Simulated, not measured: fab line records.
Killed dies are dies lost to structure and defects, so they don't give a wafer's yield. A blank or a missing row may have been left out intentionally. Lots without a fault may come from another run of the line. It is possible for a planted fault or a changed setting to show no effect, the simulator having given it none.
fab line records	flow n5_finfet
record: lots: 4	wafers: 12	last_day: 14
route steps=1938 shown BEOL_M3@931 BEOL_M4@1111 PASSIVATION@1936
lots untouched by any fault: they come from a run of this same line in which no faults occurred
start_h: the number of hours between the record's first day and the start of the first shown wafer of the lot	wait_h: hours elapsed since this lot's preceding step	" identical to the entry in the row above	L1.1+2: a row that stands for several wafers	- no value, or no start given	* or withheld: withheld	< > ~ a bound
route shown NAME@n: NAME is a module with steps in the file, n the number in the route of the first one	usual: mean/standard deviation of fault-free wafers	same: alike in all rows	chamber/n: place in a boat	sites: readings site by site	_std_site: their standard deviation	_edge_site: the outer-site mean with the inner-site mean subtracted	radius_mm: for every site, how far away it sits from the centre of the wafer	mask NAME#n: copy n	behind: the last tool/chamber to shape the wafer	hold: the reason the lot was held/the length of the hold in hours/how it ended	device: names the non-switching transistor (n, p or np)	end of line: the tests these same wafers got at the end of their route	for a step that has no rows: nothing shown but its recipe	killed: dies lost to structure and defects at the first sort, not the wafer's yield	map: per-die view of a wafer (x killed, . not killed, _ where there is no die)
set.NAME: the setting the step ran with; set.NAME@STEP: the setting that earlier step ran with	model.NAME: the simulator's own value behind a step, which no gauge read
lots at some steps of the route; a table a step, a row a wafer
services: a tool's chamber out of use, with start hour (start_h, from the record's first day; less than 0 if before it), hours out, and reason
== steps ==
step: N5_BEOL_M3_ILD_DEP_00
recipe: material: SiOC	target_thk_a: 790	temp_c: 350	precursor: DEMS/O2	pressure_torr: 5	rf_w: 500	time_s: 15.3
step: N5_BEOL_M3_PECVD_72
recipe: material: SiO2	target_thk_a: 160	temp_c: 400	precursor: TEOS/O2	pressure_torr: 5.5	rf_w: 450	teos_flow_sccm: 53.8	gas: O2	flow_sccm: 3000	time_s: 18
step: N5_BEOL_M3_HM_DEP_02
recipe: material: TiN	target_thk_a: 200	temp_c: 25	chamber_pressure_pa: 0.49996
step: N5_BEOL_M3_COAT_61
recipe: resist: SOC	temp_c: 250	time_s: 60	spin_rpm: 1500	resist_thk_nm: 60
step: N5_BEOL_M3_COAT_62
recipe: resist: SiARC	temp_c: 220	time_s: 60	spin_rpm: 1500	resist_thk_nm: 12
step: N5_BEOL_M3_COAT_73
recipe: resist: underlayer	temp_c: 205	time_s: 60	spin_rpm: 1500	resist_thk_nm: 5
step: N5_BEOL_M3_COAT_05
recipe: resist: CAR-EUV	spin_rpm: 1500	resist_thk_nm: 30
step: N5_BEOL_M3_EBR_07
recipe: solvent: PGMEA	ebr_width_mm: 1.5
step: N5_BEOL_M3_SOFTBAKE_06
recipe: temp_c: 110	time_s: 60	resist: CAR-EUV
step: N5_BEOL_M3_EXPOSE_08
recipe: mask_id: M3	na: 0.33	source_shape: dipole	sigma_inner: 0.369	sigma_outer: 0.767	polarization: unpolarized	dose_mj: 33
usual: exposure_dose_mJ_cm2: 32.99/0.031
same: sigma_outer: 0.767
lot.wafer	tool	chamber	start_h	wait_h	mask	exposure_dose_mJ_cm2
L156.1	euv_scanner-02	0	143.19	-	M3#0	33.02
L156.4	"	0	"	"	M3#0	33.02
L156.5	"	0	"	"	M3#0	33.02
L161.3	euv_scanner-02	0	169.06	-	M3#0	34.48
L161.4	"	0	"	"	M3#0	34.48
L161.6	"	0	"	"	M3#0	34.52
L164.3	euv_scanner-02	0	192.14	-	M3#0	34.11
L164.5	"	0	"	"	M3#0	34.11
L164.6	"	0	"	"	M3#0	34.16
L167.1	euv_scanner-01	0	209.74	-	M3#0	33.02
L167.2	"	0	"	"	M3#0	33.01
L167.4	"	0	"	"	M3#0	33.00
step: N5_BEOL_M3_PEB_09
recipe: peb_temp_c: 100	peb_time_s: 60	resist: CAR-EUV
step: N5_BEOL_M3_DEVELOP_10
recipe: develop_time_s: 30	developer: TMAH	resist: CAR-EUV	rinse_liquid: surfactant_rinse	dry: air_spin	dev_temp_c: 23
step: N5_BEOL_M3_CD_MEAS_11
recipe: target_cd_nm: 17.05	landing_energy_ev: 500	detector: se_inlens	polarity: opening
usual: cd_nm: 17.13/0.23
lot.wafer	tool	chamber	start_h	wait_h	cd_nm
L156.1	cd_sem-02	0	143.32	-	16.86
L156.4	"	0	"	"	16.67
L156.5	"	0	"	"	17.49
L161.3	cd_sem-03	0	169.18	-	18.07
L161.4	"	0	"	"	17.75
L161.6	"	0	"	"	17.77
L164.3	cd_sem-02	0	192.26	-	17.53
L164.5	"	0	"	"	17.67
L164.6	"	0	"	"	17.57
L167.1	cd_sem-03	0	209.86	-	17.43
L167.2	"	0	"	"	16.96
L167.4	"	0	"	"	17.35
step: N5_BEOL_M3_DESCUM_16
recipe: chemistry: O2	time_s: 7	source_power_w: 50	bias_power_w: 20	pressure_mtorr: 20	rf_frequency_hz: 2.712e+07	temp_c: 40	resist: CAR-EUV	o2_flow_sccm: 225
step: N5_BEOL_M3_ETCH_74
recipe: chemistry: N2/H2	target: underlayer	target_depth_a: 65	mask_material: CAR-EUV	time_s: 5.2	ion_energy_ev: 200	pressure_mtorr: 30	source_w: 840	bias_w: 150	n2_flow_sccm: 200	h2_flow_sccm: 200	ends: cleared
usual: drypump_motor_current_A: 5.7/0.56	etch_rf_on_time_s: 5.23/0.13	oes_product_au: 0.66/0.072	rf_vpp_V: 524.1/2.5	showerhead_plenum_p_Torr: 2.54/0.077	throttle_valve_pct: 17.83/0.21
lot.wafer	tool	chamber	start_h	wait_h	drypump_motor_current_A	etch_rf_on_time_s	oes_product_au	rf_hours_counter_h	rf_vpp_V	showerhead_plenum_p_Torr	throttle_valve_pct	model.BEOL_M3.cd_offset_nm
L156.1	rie_diel-03	0	143.48	0.0	6.5	5.23	0.58	238	526.3	2.63	17.94	-0.2
L156.4	"	3	"	"	5.4	5.09	0.63	196	526.5	2.63	18.07	0
L156.5	"	3	"	"	5.5	5.11	0.60	-	529.1	2.63	18.06	0
L161.3	rie_diel-01	2	169.35	0.0	6.0	4.92	0.71	85	524.7	2.56	17.84	1
L161.4	"	0	"	"	5.2	5.04	0.66	150	524.5	2.54	18.11	0.8
L161.6	"	2	"	"	6.0	4.99	0.71	-	522.3	2.56	17.82	1
L164.3	rie_diel-03	3	192.42	0.0	5.4	5.14	0.60	212	526.9	2.63	18.08	0.6
L164.5	"	1	"	"	5.7	5.38	0.76	-	523.3	2.60	17.65	0.4
L164.6	"	2	"	"	6.6	5.26	0.57	-	521.6	2.50	17.94	0.6
L167.1	rie_diel-03	3	210.05	0.0	5.4	5.14	0.60	219	524.1	2.62	18.11	0.2
L167.2	"	2	"	"	6.6	5.22	0.58	248	523.7	2.49	17.98	0.2
L167.4	"	0	"	"	6.5	5.08	0.85	2	526.6	2.62	17.60	0.2
step: N5_BEOL_M3_ETCH_63
recipe: chemistry: CF4	target: SiARC	target_depth_a: 156	mask_material: CAR-EUV	time_s: 26	ion_energy_ev: 80	pressure_mtorr: 40	source_w: 545	bias_w: 36	Ar_flow_sccm: 100	cf4_flow_sccm: 100	ends: cleared
step: N5_BEOL_M3_ETCH_64
recipe: chemistry: N2/H2	target: SOC	target_depth_a: 750	overetch_a: 150	mask_material: SiARC	temp_c: 40	time_s: 112.5	ion_energy_ev: 200	pressure_mtorr: 30	source_w: 840	bias_w: 150	n2_flow_sccm: 200	h2_flow_sccm: 200
step: N5_BEOL_M3_STRIP_65
recipe: chemistry: N2/H2	temp_c: 40	n2_flow_sccm: 200	h2_flow_sccm: 200	rf_frequency_hz: 6e+07
step: N5_BEOL_M3_STRIP_75
recipe: chemistry: N2/H2	temp_c: 40	n2_flow_sccm: 200	h2_flow_sccm: 200	rf_frequency_hz: 6e+07
step: N5_BEOL_M3_STRIP_66
recipe: chemistry: CF4	resist: SiARC	power_w: 300	bias_power_w: 75	pressure_mtorr: 50	cf4_flow_sccm: 150	rf_frequency_hz: 6e+07
step: N5_BEOL_M3_HM_OPEN_17
recipe: chemistry: Cl2/BCl3	target_depth_a: 200	overetch_a: 60	target: TiN	mask_material: SOC	ion_energy_ev: 150	pressure_mtorr: 10	icp_w: 1000	bias_w: 126	Cl2_flow_sccm: 53.25	bcl3_flow_sccm: 21.75	Ar_flow_sccm: 25
usual: drypump_motor_current_A: 6.02/0.24	oes_ar_750_au: 0.75/0.13	oes_product_au: 0.66/0.1	throttle_valve_pct: 22.17/0.14
lot.wafer	tool	chamber	start_h	wait_h	drypump_motor_current_A	oes_ar_750_au	oes_product_au	rf_hours_counter_h	throttle_valve_pct	model.BEOL_M3.cd_offset_nm
L156.1	rie_metal-02	0	143.69	0.0	5.79	0.58	0.51	125	22.56	-0.4
L156.4	"	1	"	"	5.46	0.61	0.55	-	22.23	-0.2
L156.5	"	0	"	"	5.76	0.57	0.51	-	22.56	-0.2
L161.3	rie_metal-03	0	169.60	0.1	6.14	0.60	0.53	-	22.27	1.2
L161.4	"	1	"	"	5.97	0.78	0.68	-	22.16	1.2
L161.6	"	1	"	"	6.00	0.77	0.68	-	22.13	1.2
L164.3	rie_metal-01	0	192.66	0.1	6.28	0.75	0.67	-	21.98	0.6
L164.5	"	1	"	"	6.17	0.96	0.84	-	22.03	0.4
L164.6	"	0	"	"	6.30	0.75	0.67	-	21.97	0.8
L167.1	rie_metal-01	0	210.26	0.0	6.30	0.75	0.66	38	22.00	0.4
L167.2	"	1	"	"	6.16	0.95	0.80	4	22.07	0.2
L167.4	"	0	"	"	6.29	0.75	0.66	-	22.00	0.6
step: N5_BEOL_M3_STRIP_19
recipe: chemistry: O2	power_w: 400	temp_c: 40	pressure_mtorr: 30	rf_frequency_hz: 6e+07	bias_power_w: 0	overash_fraction: 0.2	o2_flow_sccm: 225
step: N5_BEOL_M3_COAT_67
recipe: resist: SOC	temp_c: 250	time_s: 60	spin_rpm: 1500	resist_thk_nm: 60
step: N5_BEOL_M3_COAT_68
recipe: resist: SiARC	temp_c: 220	time_s: 60	spin_rpm: 1500	resist_thk_nm: 12
step: N5_BEOL_M3_COAT_76
recipe: resist: underlayer	temp_c: 205	time_s: 60	spin_rpm: 1500	resist_thk_nm: 5
step: N5_BEOL_M3_COAT_22
recipe: resist: CAR-EUV	spin_rpm: 1500	resist_thk_nm: 30
step: N5_BEOL_M3_EBR_24
recipe: solvent: PGMEA	ebr_width_mm: 1.5
step: N5_BEOL_M3_SOFTBAKE_23
recipe: temp_c: 110	time_s: 60	resist: CAR-EUV
step: N5_BEOL_M3_EXPOSE_25
recipe: mask_id: V2	na: 0.33	source_shape: quasar	sigma_inner: 0.2	sigma_outer: 0.8	polarization: unpolarized	defocus_nm: 5	dose_mj: 63
step: N5_BEOL_M3_PEB_26
recipe: peb_temp_c: 100	peb_time_s: 60	resist: CAR-EUV
step: N5_BEOL_M3_DEVELOP_27
recipe: develop_time_s: 30	developer: TMAH	resist: CAR-EUV	rinse_liquid: surfactant_rinse	dry: air_spin	dev_temp_c: 23
step: N5_BEOL_M3_DESCUM_33
recipe: chemistry: O2	time_s: 7	source_power_w: 50	bias_power_w: 20	pressure_mtorr: 20	rf_frequency_hz: 2.712e+07	temp_c: 40	resist: CAR-EUV	o2_flow_sccm: 225
step: N5_BEOL_M3_ETCH_77
recipe: chemistry: N2/H2	target: underlayer	target_depth_a: 65	mask_material: CAR-EUV	time_s: 5.2	ion_energy_ev: 200	pressure_mtorr: 30	source_w: 840	bias_w: 150	n2_flow_sccm: 200	h2_flow_sccm: 200	ends: cleared
step: N5_BEOL_M4_RC_MEAS_101
usual: DIBL_N: 36.2/1.6	DIBL_P: 36.5/1.9	IOFF_N: 0.158/0.027	IOFF_P: 0.21/0.038	ION_N: 675/12	ION_P: 464/8.9	SS_N: 71.5/0.61	SS_P: 73.4/0.59	VT_N: 250.4/3	VT_P: -250/3.6
lot.wafer	tool	chamber	start_h	wait_h	DIBL_N[mV/V]	DIBL_P[mV/V]	IOFF_N[nA/um]	IOFF_P[nA/um]	ION_N[uA/um]	ION_P[uA/um]	SS_N[mV/dec]	SS_P[mV/dec]	VT_N[mV]	VT_P[mV]
L156.1	prober-02	0	167.19	0.0	36.5	37.6	0.160	0.24	673	467	72.0	73.2	250.8	-250
L156.4	"	0	"	"	36.1	37.2	0.158	0.22	674	460	70.8	73.3	249.6	-251
L156.5	"	0	"	"	35.6	36.8	0.149	0.21	672	464	71.8	72.6	252.1	-249
L161.3	prober-02	0	193.09	0.3	39.2	39.1	0.198	0.24	683	466	71.0	74.4	244.1	-250
L161.4	"	0	"	"	39.0	38.3	0.187	0.23	687	465	71.6	74.2	248.7	-252
L161.6	"	0	"	"	37.2	36.7	0.147	0.21	673	463	71.1	73.5	250.7	-251
L164.3	prober-01	0	212.85	0.3	36.4	34.1	0.138	0.15	662	449	71.5	73.1	253.4	-258
L164.5	"	0	"	"	34.5	33.1	0.119	0.14	654	447	70.9	73.1	253.1	-257
L164.6	"	0	"	"	36.6	35.9	0.148	0.18	676	458	71.7	73.3	249.8	-255
L167.1	prober-01	0	227.46	0.0	36.1	36.1	0.162	0.20	683	463	71.3	73.5	247.1	-251
L167.2	"	0	"	"	36.6	36.7	0.168	0.20	682	462	71.3	73.3	247.3	-246
L167.4	"	0	"	"	37.8	39.3	0.206	0.26	706	486	71.6	74.4	245.4	-246
step: N5_PASSIVATION_PROBE_49
usual: defect_limited_yield: 91.3/1.7	killed_at_M0_to_M3: 33/11	killed_at_M4_up: 14/5.5	killed_at_contacts: 13/6.5	killed_at_front_end: 39/13	killed_at_other: 3.4/2.9	killed_dies: 103/20	killed_on_rim: 14/4.3	killed_open: 69/15	killed_short: 32/8.1	sort_bin_5_function: 5.1/1.1	sort_bin_6_memory: 3.3/0.74	sort_n_pass: 1077/20	sort_yield_pct: 91.3/1.7
same: gross_dies: 1180	killed_at_back_side: 0	sort_bin_4_leakage[%]: 0	sort_bin_8_speed[%]: 0
lot.wafer	tool	chamber	start_h	wait_h	defect_limited_yield[%]	killed_at_M0_to_M3	killed_at_M4_up	killed_at_contacts	killed_at_front_end	killed_at_other	killed_dies	killed_on_rim	killed_open	killed_short	sort_bin_5_function[%]	sort_bin_6_memory[%]	sort_n_pass	sort_yield_pct[%]
L161.3	prober-02	-	313.58	0.1	70.3	284	9	8	47	3	351	46	88	32	16.3	12.0	829	70.3
L161.4	prober-02	-	313.63	0.2	72.2	278	11	8	29	2	328	24	56	28	16.9	9.1	852	72.2
L161.6	prober-02	-	313.73	0.3	70.3	261	9	15	60	5	350	43	80	31	17.9	10.7	830	70.3
L164.3	prober-02	-	331.87	0.1	86.0	97	15	5	47	1	165	23	64	22	7.5	5.8	1015	86.0
L164.5	prober-02	-	331.97	0.2	85.6	90	25	9	45	1	170	24	67	36	8.0	5.9	1010	85.6
L164.6	prober-02	-	332.02	0.3	85.8	98	20	17	32	0	167	22	59	35	8.7	4.7	1013	85.8
killed by level:class
L161.3 BEOL_M3:area_expose=228 STI_FIN_REVEAL:geometric_particle:open=20 BEOL_M0_SAQP:geometric_particle:open=15 FIN_SAQP:geometric_particle:open=8 BEOL_M0_SAQP:geometric_particle:short=8 FIN_SAQP:geometric_particle:short=7 BEOL_M3:geometric_particle:open=7 BEOL_M0:geometric_particle:open=7
L161.4 BEOL_M3:area_expose=243 STI_FIN_REVEAL:geometric_particle:open=11 BEOL_M0_SAQP:geometric_particle:short=10 BEOL_M0_SAQP:geometric_particle:open=9 BEOL_M1:geometric_particle:open=9 MOL_CONTACT_COAG:geometric_particle:open=8 FIN_SAQP:geometric_particle:short=5 BEOL_M4:geometric_particle:open=4
L161.6 BEOL_M3:area_expose=236 STI_FIN_REVEAL:geometric_particle:open=23 FIN_SAQP:geometric_particle:open=11 MOL_CONTACT_COAG:geometric_particle:open=11 FIN_SAQP:geometric_particle:short=9 BEOL_M0_SAQP:geometric_particle:open=8 BEOL_M0_SAQP:geometric_particle:short=6 BEOL_M2:geometric_particle:open=5
L164.3 BEOL_M3:area_expose=71 STI_FIN_REVEAL:geometric_particle:open=13 FIN_SAQP:geometric_particle:open=8 BEOL_M4:geometric_particle:open=8 BEOL_M1:geometric_particle:open=6 MOL_CONTACT_COAG:geometric_particle:open=5 BEOL_M3:geometric_particle:open=5 STARTING-WAFER:geometric_particle:open=5
L164.5 BEOL_M3:area_expose=65 BEOL_M4:geometric_particle:open=14 STI_FIN_REVEAL:geometric_particle:open=8 FIN_SAQP:geometric_particle:open=7 MOL_CONTACT_COAG:geometric_particle:open=6 BEOL_M1:geometric_particle:short=6 BEOL_M0_SAQP:geometric_particle:open=5 BEOL_M1:geometric_particle:open=5
L164.6 BEOL_M3:area_expose=73 MOL_CONTACT_COAG:geometric_particle:open=13 BEOL_M4:geometric_particle:open=9 FIN_SAQP:geometric_particle:open=5 STI_FIN_REVEAL:geometric_particle:open=5 BEOL_M5:geometric_particle:open=5 FIN_SAQP:geometric_particle:short=4 MOL_CONTACT_COAG:geometric_particle:short=4
map L161.3 (x killed, . not)
_________________.x....xx....________________
______________.xx...x.x..xx.x..x_____________
___________x........xx.x...xx......__________
__________...xxx........xx.........._________
________x..xx........x.....x...x...x.._______
_______...x...........x..x.x...xxx..xxx______
______x.x...x..xx.x.........x...x.xx...._____
_____.xx....x..x.........xxxx..xx.xxxx..x____
____....x.xx........x....x....xx....x..x.x___
___x.x.........x..x.x.......x..x...........__
___.....x..x.xx..x..xxx...x.x.x..x.xxx..x..__
__...x.x.x.xx....x....xxx.x...x.....x.x.xx.._
__...x..x..x...x...xx.xx...x....x..x...xx..._
_.x...........xx...........xxx...xxx..x..x.xx
_..xx..x.xx.....x..xx...x.x......x..x...x...x
_...x...x..x.x...x.xxx..x..........xx..x.x..x
_x..x.x....x.xxx...x.x.x.x.....xx......x.....
_x.x.xxxx..xxxx.............xxx...xx.xx..xx..
_x..x.x......x........x....x...........xx..x.
_x.......x.....x.........x.........x.....x.x.
_x....xx....x.....x..x...xx..x.x......x....x.
__x..x.x.x..x...x...x..x.......x.x.x..xx..x._
__x.x..x....xx....x....xx.xxx..x.x..x......._
___x.x.x.xx....x.xx......xx....xxx.....x...__
___xx.xx....xx...x.xx............xx...xxxxx__
____..x..x..x.....xx..x.x.......x..xxxx..x___
_____.x...x......x..........xxx.....x....____
______xx...x..x..............xxx...xxx.._____
_______..x.xx..x..x.......x.x...x.x....______
________x...x....xx...x.xx............_______
__________..x....xxxxx..x.x.x.....x._________
___________........x.......xx....x.__________
______________..xx...xx.......x._____________
_________________....x.......________________
map L164.5 (x killed, . not)
_________________..x......x..________________
______________....x...x.......x._____________
___________..x..................x..__________
__________...x..x.xx........x...x..._________
________..x..x............x.....x...xx_______
_______....xx.xx...................x..x______
______.......x.........................._____
_____...x.....x.x....x.................x.____
____x..........x.....x..............x....x___
___.......x....x.xx...x.....x......xx......__
___.x.x....................................__
__...........x....x.x...x..x.x..x.x..xx.x..x_
__...x..................x.............x.xx.._
_.......x..x..............x.x.xx..........x.x
_x..x....x.......x.........x..x..x.x........x
_.......x......x.............x.........x.x..x
_..........x.....xx...x.............x........
_.x........x........x...xx.............x....x
_............x................xx.x...........
_......x.....x..x...............x.......x....
_...x...x.x.......x....x..x....x............x
__xx..............x.............x...x.x.x..._
__........x......x.x..x..........x.......x.._
___..x..........x...x.x..x...........x.....__
___....x............x.x........x..x........__
____...........x.....................x..x.___
_____..............x......x..xxx......x..____
______....x...x.....................x..._____
_______..................x.............______
________....x.......x..x....x...x....._______
__________........xx.......x........_________
___________.....xx.x......x.x......__________
______________xx........x.x....._____________
_________________.....x......________________
== services ==
tool	chamber	start_h	hours	kind
rie_diel-03	-	123.78	2.8	pm
euv_scanner-01	-	135.55	1.0	pm
euv_scanner-02	-	145.82	1.0	pm
rie_metal-02	-	149.58	14.6	pm
rie_metal-01	1	152.42	-	clean
rie_metal-01	1	152.42	22.0	scheduled_down
rie_metal-01	1	152.42	22.0	vent_cycle
euv_scanner-02	-	156.89	4.6	pm
euv_scanner-01	-	161.52	5.8	pm
rie_metal-02	-	166.89	0.1	repair
euv_scanner-01	-	171.49	0.6	repair
rie_diel-03	0	178.59	-	clean
rie_diel-03	0	178.59	-	consumable_replace:focus_ring
rie_diel-03	0	178.59	26.3	scheduled_down
rie_diel-03	0	178.59	26.3	vent_cycle
euv_scanner-01	0	185.07	-	calibration
euv_scanner-01	-	191.70	1.0	pm
euv_scanner-02	0	191.91	-	calibration
euv_scanner-01	-	197.22	0.1	repair
euv_scanner-01	-	197.84	0.7	repair
euv_scanner-02	-	201.99	1.0	pm
== key ==
first_sign: step: N5_BEOL_M3_EXPOSE_08	reading: exposure_dose_mJ_cm2	direction: up	sigmas: 43	usual: 32.99	struck: 34.31
effect: step: N5_BEOL_M3_CD_MEAS_11	reading: cd_nm	direction: up	sigmas: 2.6	usual: 17.13	struck: 17.72	through: control_loop
effect: step: N5_PASSIVATION_PROBE_49	reading: killed_at_M0_to_M3	direction: up	sigmas: 14	usual: 33	struck: 185
model_effect: step: N5_BEOL_M3_ETCH_74	value: BEOL_M3.cd_offset_nm	without: -0.03333	struck: 0.7333
model_effect: step: N5_BEOL_M3_HM_OPEN_17	value: BEOL_M3.cd_offset_nm	without: 0.1333	struck: 0.9
more_kills_born_at: N5_BEOL_M3_EXPOSE_08@euv_scanner-02: 916
met_at N5_BEOL_M3_EXPOSE_08
struck_wafers L161.3,L161.4,L161.6,L164.3,L164.5,L164.6
loop_trim: step: N5_BEOL_M3_EXPOSE_08	setting: dose	lots: L164
onset_between 143.19 169.06
earlier_fault: kind: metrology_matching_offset	tool: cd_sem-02	chamber: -	onset_h: 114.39	steps: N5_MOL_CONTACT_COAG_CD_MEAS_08	param: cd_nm	offset: 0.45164
fault: kind: process_parameter_drift	tool: euv_scanner-02	chamber: -	onset_h: 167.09	steps: N5_BEOL_M3_EXPOSE_08	channel: dose_mj	offset: 1.491	shape: step	acts_in: these_recipes_only	stated: 33
loop_trim: a control loop set the setting to another value than it would have without faults
